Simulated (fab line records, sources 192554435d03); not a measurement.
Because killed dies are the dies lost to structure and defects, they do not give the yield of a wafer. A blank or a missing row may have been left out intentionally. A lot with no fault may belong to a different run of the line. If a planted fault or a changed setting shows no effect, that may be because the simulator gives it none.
Which tool did it? / flow n5Finfet / Sampling: 8 lots, 22 wafers, 6 of 1938 route steps

## WHAT THE GAUGES READ, wafer by wafer
N5_BEOL_M4_RC_MEAS_101. Usual: DIBL_N 37.1 mV/V, standard deviation 1.8; DIBL_P 37.2 mV/V, standard deviation 2.1; IOFF_N 0.17 nA/um, standard deviation 0.033; IOFF_P 0.22 nA/um, standard deviation 0.037; ION_N 680 uA/um, standard deviation 11; ION_P 464 uA/um, standard deviation 7.7; SS_N 71.7 mV/dec, standard deviation 0.63; SS_P 73.6 mV/dec, standard deviation 0.67; VT_N 248.9 mV, standard deviation 2.9; VT_P -251 mV, standard deviation 3.6.
lot=L312; measured=day 9 19:16; on=prober-02; DIBL_N (mV/V)=36.6 37.9 38.8; DIBL_P (mV/V)=35.3 38.5 38.1; IOFF_N (nA/um)=0.14 0.18 0.19; IOFF_P (nA/um)=0.16 0.22 0.21; ION_N (uA/um)=663 684 681; ION_P (uA/um)=449 464 463; SS_N (mV/dec)=72.0 72.4 71.7; SS_P (mV/dec)=72.9 74.1 74.2; VT_N (mV)=253.8 248.7 249.6; VT_P (mV)=-254 -253 -253; flag=
lot=L314; measured=day 10 03:49; on=prober-01; DIBL_N (mV/V)=37.7 37.6 34.5; DIBL_P (mV/V)=37.9 37.6 35.4; IOFF_N (nA/um)=0.15 0.16 0.11; IOFF_P (nA/um)=0.19 0.18 0.15; ION_N (uA/um)=665 673 655; ION_P (uA/um)=458 454 452; SS_N (mV/dec)=71.3 71.9 70.6; SS_P (mV/dec)=74.0 72.9 73.1; VT_N (mV)=251.8 252.4 255.9; VT_P (mV)=-255 -257 -258; flag=
lot=L316; measured=day 10 19:43; on=prober-02; DIBL_N (mV/V)=35.7 38.2 34.0; DIBL_P (mV/V)=37.0 41.7 35.3; IOFF_N (nA/um)=0.14 0.21 0.13; IOFF_P (nA/um)=0.18 0.25 0.17; ION_N (uA/um)=663 690 665; ION_P (uA/um)=455 469 462; SS_N (mV/dec)=72.0 71.6 70.7; SS_P (mV/dec)=73.9 75.1 73.4; VT_N (mV)=250.1 245.4 251.2; VT_P (mV)=-254 -252 -255; flag=
lot=L318; measured=day 11 19:04; on=prober-02; DIBL_N (mV/V)=39.2 37.0 38.2; DIBL_P (mV/V)=40.1 38.1 39.8; IOFF_N (nA/um)=0.20 0.16 0.20; IOFF_P (nA/um)=0.23 0.19 0.23; ION_N (uA/um)=673 679 686; ION_P (uA/um)=452 458 465; SS_N (mV/dec)=72.7 71.3 72.0; SS_P (mV/dec)=74.4 74.2 74.5; VT_N (mV)=249.5 249.1 248.2; VT_P (mV)=-252 -253 -250; flag=
lot=L321; measured=day 12 17:54; on=prober-02; DIBL_N (mV/V)=38.3 36.9; DIBL_P (mV/V)=39.1 39.4; IOFF_N (nA/um)=0.20 0.18; IOFF_P (nA/um)=0.21 0.22; ION_N (uA/um)=682 683; ION_P (uA/um)=458 467; SS_N (mV/dec)=72.4 71.5; SS_P (mV/dec)=73.3 73.8; VT_N (mV)=247.9 246.6; VT_P (mV)=-251 -250; flag=
lot=L324; measured=day 12 22:56; on=prober-01; DIBL_N (mV/V)=33.3 34.7 34.8; DIBL_P (mV/V)=35.1 36.7 38.0; IOFF_N (nA/um)=0.13 0.14 0.15; IOFF_P (nA/um)=0.18 0.21 0.23; ION_N (uA/um)=675 682 678; ION_P (uA/um)=461 465 470; SS_N (mV/dec)=70.6 70.8 71.7; SS_P (mV/dec)=73.1 72.9 74.3; VT_N (mV)=252.0 249.0 249.5; VT_P (mV)=-251 -250 -248; flag=
lot=L327; measured=day 14 06:01; on=prober-01; DIBL_N (mV/V)=38.4 37.3; DIBL_P (mV/V)=37.9 35.7; IOFF_N (nA/um)=0.20 0.17; IOFF_P (nA/um)=0.24 0.21; ION_N (uA/um)=695 666; ION_P (uA/um)=469 461; SS_N (mV/dec)=72.2 71.5; SS_P (mV/dec)=74.3 73.1; VT_N (mV)=243.4 249.1; VT_P (mV)=-249 -252; flag=
lot=L329; measured=day 14 13:47; on=prober-02; DIBL_N (mV/V)=40.8 35.2 37.1; DIBL_P (mV/V)=40.8 34.0 36.9; IOFF_N (nA/um)=0.27 0.13 0.18; IOFF_P (nA/um)=0.34 0.20 0.25; ION_N (uA/um)=703 677 679; ION_P (uA/um)=477 463 467; SS_N (mV/dec)=73.1 72.0 71.7; SS_P (mV/dec)=74.0 72.0 73.6; VT_N (mV)=242.1 251.3 248.0; VT_P (mV)=-241 -248 -244; flag=

## WHAT TOOL EACH LOT RAN ON (gives the tool, then ch and the chambers of the sampled wafers, and finally the start)
lot=L312; N5_BEOL_M0_SAQP_RECESS_114=vaporEtch-02 ch 0, day 6 23:58; N5_BEOL_M0_SAQP_SPACER1_ETCHBACK_99=rieDiel-04 ch 0,1, day 7 01:37; N5_BEOL_M0_SAQP_ETCH_101=rieDiel-02 ch 1,3, day 7 01:50; N5_BEOL_M0_SAQP_ETCH_102=rieSi-03 ch 2,3, day 7 01:57; N5_BEOL_M0_SAQP_MANDREL_ETCH_103=rieSi-03 ch 2,3, day 7 01:59
lot=L314; N5_BEOL_M0_SAQP_RECESS_114=vaporEtch-02 ch 0,1, day 7 15:03; N5_BEOL_M0_SAQP_SPACER1_ETCHBACK_99=rieDiel-06 ch 1,2,3, day 7 15:55; N5_BEOL_M0_SAQP_ETCH_101=rieDiel-06 ch 0,1,2, day 7 16:08; N5_BEOL_M0_SAQP_ETCH_102=rieSi-02 ch 0,2,3, day 7 16:15; N5_BEOL_M0_SAQP_MANDREL_ETCH_103=rieSi-02 ch 0,2,3, day 7 16:17
lot=L316; N5_BEOL_M0_SAQP_RECESS_114=vaporEtch-01 ch 0,1, day 8 04:53; N5_BEOL_M0_SAQP_SPACER1_ETCHBACK_99=rieDiel-02 ch 0,1, day 8 05:47; N5_BEOL_M0_SAQP_ETCH_101=rieDiel-06 ch 0,1,2, day 8 06:02; N5_BEOL_M0_SAQP_ETCH_102=rieSi-03 ch 0,2,3, day 8 06:08; N5_BEOL_M0_SAQP_MANDREL_ETCH_103=rieSi-03 ch 0,2,3, day 8 06:11
lot=L318; N5_BEOL_M0_SAQP_RECESS_114=vaporEtch-02 ch 0,1, day 8 18:16; N5_BEOL_M0_SAQP_SPACER1_ETCHBACK_99=rieDiel-02 ch 0,2, day 8 19:07; N5_BEOL_M0_SAQP_ETCH_101=rieDiel-02 ch 0,3, day 8 19:22; N5_BEOL_M0_SAQP_ETCH_102=rieSi-05 ch 0,1,3, day 8 19:28; N5_BEOL_M0_SAQP_MANDREL_ETCH_103=rieSi-05 ch 0,1,3, day 8 19:30
lot=L321; N5_BEOL_M0_SAQP_RECESS_114=vaporEtch-02 ch 1, day 9 12:53; N5_BEOL_M0_SAQP_SPACER1_ETCHBACK_99=rieDiel-06 ch 0,1, day 9 14:03; N5_BEOL_M0_SAQP_ETCH_101=rieDiel-02 ch 0,1, day 9 14:17; N5_BEOL_M0_SAQP_ETCH_102=rieSi-05 ch 2,3, day 9 14:23; N5_BEOL_M0_SAQP_MANDREL_ETCH_103=rieSi-05 ch 2,3, day 9 14:26
lot=L324; N5_BEOL_M0_SAQP_RECESS_114=vaporEtch-01 ch 0,1, day 10 01:38; N5_BEOL_M0_SAQP_SPACER1_ETCHBACK_99=rieDiel-06 ch 1,2,3, day 10 02:22; N5_BEOL_M0_SAQP_ETCH_101=rieDiel-02 ch 2,3, day 10 02:37; N5_BEOL_M0_SAQP_ETCH_102=rieSi-03 ch 1,2,3, day 10 02:43; N5_BEOL_M0_SAQP_MANDREL_ETCH_103=rieSi-03 ch 1,2,3, day 10 02:44
lot=L327; N5_BEOL_M0_SAQP_RECESS_114=vaporEtch-01 ch 1, day 10 20:49; N5_BEOL_M0_SAQP_SPACER1_ETCHBACK_99=rieDiel-02 ch 1,2, day 10 22:02; N5_BEOL_M0_SAQP_ETCH_101=rieDiel-02 ch 0,2, day 10 22:17; N5_BEOL_M0_SAQP_ETCH_102=rieSi-05 ch 1,3, day 10 22:23; N5_BEOL_M0_SAQP_MANDREL_ETCH_103=rieSi-05 ch 1,3, day 10 22:25
lot=L329; N5_BEOL_M0_SAQP_RECESS_114=vaporEtch-02 ch 0,1, day 11 14:02; N5_BEOL_M0_SAQP_SPACER1_ETCHBACK_99=rieDiel-06 ch 1,2,3, day 11 15:11; N5_BEOL_M0_SAQP_ETCH_101=rieDiel-06 ch 0,2,3, day 11 15:32; N5_BEOL_M0_SAQP_ETCH_102=rieSi-05 ch 0,2,3, day 11 15:38; N5_BEOL_M0_SAQP_MANDREL_ETCH_103=rieSi-05 ch 0,2,3, day 11 15:40
- N5_BEOL_M0_SAQP_RECESS_114: chemistry HF/NH3, target SiO2, target depth 14.4 nm, afs cycles 3, sublimation time 60 s.
- N5_BEOL_M0_SAQP_SPACER1_ETCHBACK_99: etches SiO2 in CHF3/O2, target depth 15.4 nm, time 7.7 s.
- N5_BEOL_M0_SAQP_ETCH_101: etches SiNx in CH3F/O2, target depth 29.9 nm, time 42.7 s.
- N5_BEOL_M0_SAQP_ETCH_102: etches SiO2 in CF4, target depth 4 nm, time 4.4 s.
- N5_BEOL_M0_SAQP_MANDREL_ETCH_103: etches a-Si in HBr/Cl2, stops on SiCN, target depth 45 nm, bt time 10 s, time 27 s.

## AS READ BY THE TOOLS THEMSELVES (means over the sampled wafers that have a number; for cases with no such wafer, the mark the record gives instead)
N5_BEOL_M0_SAQP_RECESS_114. Usual: 5.4 A for drypumpMotorCurrentA, sd 0.53.
lot=L312; tool=vaporEtch-02; drypumpMotorCurrentA (A)=4.9; flag=
lot=L314; tool=vaporEtch-02; drypumpMotorCurrentA (A)=5.3; flag=
lot=L316; tool=vaporEtch-01; drypumpMotorCurrentA (A)=5.1; flag=
lot=L318; tool=vaporEtch-02; drypumpMotorCurrentA (A)=5.8; flag=
lot=L321; tool=vaporEtch-02; drypumpMotorCurrentA (A)=6.2; flag=
lot=L324; tool=vaporEtch-01; drypumpMotorCurrentA (A)=5.1; flag=
lot=L327; tool=vaporEtch-01; drypumpMotorCurrentA (A)=5.1; flag=
lot=L329; tool=vaporEtch-02; drypumpMotorCurrentA (A)=5.3; flag=

N5_BEOL_M0_SAQP_SPACER1_ETCHBACK_99. Usual: chamberPressureMTorr 30.00 mTorr, standard deviation 0.031; drypumpMotorCurrentA 5.9 A, standard deviation 0.35; oesProductAu 0.81 a.u., standard deviation 0.095; rfVppV 524 V, standard deviation 8.8; showerheadPlenumPTorr 2.41 Torr, standard deviation 0.08; throttleValvePct 18.90 %, standard deviation 0.24.
lot=L312; tool=rieDiel-04; chamberPressureMTorr (mTorr)=29.98; drypumpMotorCurrentA (A)=6.1; oesProductAu (a.u.)=0.68; rfVppV (V)=528; showerheadPlenumPTorr (Torr)=2.31; throttleValvePct (%)=19.17; flag=
lot=L314; tool=rieDiel-06; chamberPressureMTorr (mTorr)=29.99; drypumpMotorCurrentA (A)=5.9; oesProductAu (a.u.)=0.76; rfVppV (V)=527; showerheadPlenumPTorr (Torr)=2.38; throttleValvePct (%)=18.96; flag=
lot=L316; tool=rieDiel-02; chamberPressureMTorr (mTorr)=30.01; drypumpMotorCurrentA (A)=6.3; oesProductAu (a.u.)=0.72; rfVppV (V)=527; showerheadPlenumPTorr (Torr)=2.33; throttleValvePct (%)=19.06; flag=
lot=L318; tool=rieDiel-02; chamberPressureMTorr (mTorr)=30.02; drypumpMotorCurrentA (A)=5.6; oesProductAu (a.u.)=0.84; rfVppV (V)=529; showerheadPlenumPTorr (Torr)=2.40; throttleValvePct (%)=18.89; flag=
lot=L321; tool=rieDiel-06; chamberPressureMTorr (mTorr)=29.97; drypumpMotorCurrentA (A)=5.9; oesProductAu (a.u.)=0.96; rfVppV (V)=526; showerheadPlenumPTorr (Torr)=2.51; throttleValvePct (%)=18.62; flag=
lot=L324; tool=rieDiel-06; chamberPressureMTorr (mTorr)=29.96; drypumpMotorCurrentA (A)=5.9; oesProductAu (a.u.)=0.85; rfVppV (V)=529; showerheadPlenumPTorr (Torr)=2.47; throttleValvePct (%)=18.85; flag=
lot=L327; tool=rieDiel-02; chamberPressureMTorr (mTorr)=30.01; drypumpMotorCurrentA (A)=5.6; oesProductAu (a.u.)=0.80; rfVppV (V)=530; showerheadPlenumPTorr (Torr)=2.42; throttleValvePct (%)=18.98; flag=
lot=L329; tool=rieDiel-06; chamberPressureMTorr (mTorr)=30.00; drypumpMotorCurrentA (A)=5.9; oesProductAu (a.u.)=0.83; rfVppV (V)=529; showerheadPlenumPTorr (Torr)=2.46; throttleValvePct (%)=18.87; flag=

N5_BEOL_M0_SAQP_ETCH_101. Usual: chamberPressureMTorr 30.001 mTorr, standard deviation 0.025; drypumpMotorCurrentA 5.9 A, standard deviation 0.32; oesProductAu 0.82 a.u., standard deviation 0.092; rfVppV 298 V, standard deviation 4.5; showerheadPlenumPTorr 2.01 Torr, standard deviation 0.071; throttleValvePct 16.34 %, standard deviation 0.23.
lot=L312; tool=rieDiel-02; chamberPressureMTorr (mTorr)=30.004; drypumpMotorCurrentA (A)=5.9; oesProductAu (a.u.)=0.81; rfVppV (V)=296; showerheadPlenumPTorr (Torr)=2.02; throttleValvePct (%)=16.45; flag=
lot=L314; tool=rieDiel-06; chamberPressureMTorr (mTorr)=30.024; drypumpMotorCurrentA (A)=5.9; oesProductAu (a.u.)=0.79; rfVppV (V)=297; showerheadPlenumPTorr (Torr)=2.01; throttleValvePct (%)=16.21; flag=
lot=L316; tool=rieDiel-06; chamberPressureMTorr (mTorr)=30.007; drypumpMotorCurrentA (A)=5.9; oesProductAu (a.u.)=0.78; rfVppV (V)=297; showerheadPlenumPTorr (Torr)=2.01; throttleValvePct (%)=16.22; flag=
lot=L318; tool=rieDiel-02; chamberPressureMTorr (mTorr)=30.006; drypumpMotorCurrentA (A)=6.3; oesProductAu (a.u.)=0.76; rfVppV (V)=295; showerheadPlenumPTorr (Torr)=1.94; throttleValvePct (%)=16.44; flag=
lot=L321; tool=rieDiel-02; chamberPressureMTorr (mTorr)=29.994; drypumpMotorCurrentA (A)=6.2; oesProductAu (a.u.)=0.66; rfVppV (V)=300; showerheadPlenumPTorr (Torr)=1.94; throttleValvePct (%)=16.52; flag=
lot=L324; tool=rieDiel-02; chamberPressureMTorr (mTorr)=29.999; drypumpMotorCurrentA (A)=5.5; oesProductAu (a.u.)=0.84; rfVppV (V)=296; showerheadPlenumPTorr (Torr)=2.04; throttleValvePct (%)=16.29; flag=
lot=L327; tool=rieDiel-02; chamberPressureMTorr (mTorr)=29.971; drypumpMotorCurrentA (A)=5.8; oesProductAu (a.u.)=0.73; rfVppV (V)=300; showerheadPlenumPTorr (Torr)=1.96; throttleValvePct (%)=16.41; flag=
lot=L329; tool=rieDiel-06; chamberPressureMTorr (mTorr)=29.990; drypumpMotorCurrentA (A)=5.9; oesProductAu (a.u.)=0.80; rfVppV (V)=299; showerheadPlenumPTorr (Torr)=2.02; throttleValvePct (%)=16.30; flag=

N5_BEOL_M0_SAQP_ETCH_102. Usual: chamberPressureMTorr 10.000 mTorr, standard deviation 0.0098; drypumpMotorCurrentA 5.5 A, standard deviation 0.47; oesProductAu 1.007 a.u., standard deviation 0.016; throttleValvePct 21.81 %, standard deviation 0.25.
lot=L312; tool=rieSi-03; chamberPressureMTorr (mTorr)=9.999; drypumpMotorCurrentA (A)=6.0; oesProductAu (a.u.)=0.993; throttleValvePct (%)=21.86; flag=
lot=L314; tool=rieSi-02; chamberPressureMTorr (mTorr)=10.002; drypumpMotorCurrentA (A)=5.8; oesProductAu (a.u.)=1.021; throttleValvePct (%)=21.74; flag=
lot=L316; tool=rieSi-03; chamberPressureMTorr (mTorr)=9.995; drypumpMotorCurrentA (A)=5.9; oesProductAu (a.u.)=1.001; throttleValvePct (%)=21.80; flag=
lot=L318; tool=rieSi-05; chamberPressureMTorr (mTorr)=9.992; drypumpMotorCurrentA (A)=5.3; oesProductAu (a.u.)=0.995; throttleValvePct (%)=21.96; flag=
lot=L321; tool=rieSi-05; chamberPressureMTorr (mTorr)=10.003; drypumpMotorCurrentA (A)=5.1; oesProductAu (a.u.)=0.716; throttleValvePct (%)=21.81; flag=OFF
lot=L324; tool=rieSi-03; chamberPressureMTorr (mTorr)=10.002; drypumpMotorCurrentA (A)=5.9; oesProductAu (a.u.)=0.834; throttleValvePct (%)=21.81; flag=OFF
lot=L327; tool=rieSi-05; chamberPressureMTorr (mTorr)=10.003; drypumpMotorCurrentA (A)=5.5; oesProductAu (a.u.)=0.720; throttleValvePct (%)=22.02; flag=OFF
lot=L329; tool=rieSi-05; chamberPressureMTorr (mTorr)=9.988; drypumpMotorCurrentA (A)=5.0; oesProductAu (a.u.)=1.006; throttleValvePct (%)=21.82; flag=

N5_BEOL_M0_SAQP_MANDREL_ETCH_103. Usual: chamberPressureMTorr 10.000 mTorr, standard deviation 0.0085; drypumpMotorCurrentA 5.6 A, standard deviation 0.47; oesProductAu 0.685 a.u., standard deviation 0.0091; throttleValvePct 35.42 %, standard deviation 0.28.
lot=L312; tool=rieSi-03; chamberPressureMTorr (mTorr)=10.003; drypumpMotorCurrentA (A)=6.0; oesProductAu (a.u.)=0.686; throttleValvePct (%)=35.56; flag=
lot=L314; tool=rieSi-02; chamberPressureMTorr (mTorr)=9.995; drypumpMotorCurrentA (A)=5.9; oesProductAu (a.u.)=0.685; throttleValvePct (%)=35.22; flag=
lot=L316; tool=rieSi-03; chamberPressureMTorr (mTorr)=10.004; drypumpMotorCurrentA (A)=6.0; oesProductAu (a.u.)=0.687; throttleValvePct (%)=35.54; flag=
lot=L318; tool=rieSi-05; chamberPressureMTorr (mTorr)=10.001; drypumpMotorCurrentA (A)=5.3; oesProductAu (a.u.)=0.676; throttleValvePct (%)=35.60; flag=
lot=L321; tool=rieSi-05; chamberPressureMTorr (mTorr)=9.992; drypumpMotorCurrentA (A)=5.1; oesProductAu (a.u.)=0.685; throttleValvePct (%)=35.43; flag=
lot=L324; tool=rieSi-03; chamberPressureMTorr (mTorr)=10.006; drypumpMotorCurrentA (A)=5.9; oesProductAu (a.u.)=0.683; throttleValvePct (%)=35.63; flag=
lot=L327; tool=rieSi-05; chamberPressureMTorr (mTorr)=10.005; drypumpMotorCurrentA (A)=5.5; oesProductAu (a.u.)=0.687; throttleValvePct (%)=35.67; flag=
lot=L329; tool=rieSi-05; chamberPressureMTorr (mTorr)=10.000; drypumpMotorCurrentA (A)=5.0; oesProductAu (a.u.)=0.681; throttleValvePct (%)=35.43; flag=

## THE ANSWER, worked out from the rows above alone
Rule: take the mean of a lot's wafers that have a number; if it is more than 3 standard deviations from the usual mean, the lot is off. Also off: a lot with no number at a reading for which 4 or more lots have one. All remaining lots with rows at the step are treated as sound. After the gauges, taken in route order, come the tools' own readings; for these a lot's mean is taken, as printed above. The first step at which some lot is off is used, and at that step the reading that is off furthest; a lot without a number counts as furthest.
Off: L321, L324, L327 (N5_BEOL_M0_SAQP_ETCH_102, oesProductAu).
A tool fits if, at that step or a process step before it, it ran every lot that is off, and no sound lot after the first of them. One fits: rieDiel-02 at N5_BEOL_M0_SAQP_ETCH_101. Its last sound lot is L318 (day 8 19:22), its first lot that is off L321 (day 9 14:17): a fault that began between those two fits.

## WHAT THE SIMULATOR HAD INSERTED
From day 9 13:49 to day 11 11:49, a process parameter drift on rieDiel-02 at N5_BEOL_M0_SAQP_ETCH_101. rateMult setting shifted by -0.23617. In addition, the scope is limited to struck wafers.
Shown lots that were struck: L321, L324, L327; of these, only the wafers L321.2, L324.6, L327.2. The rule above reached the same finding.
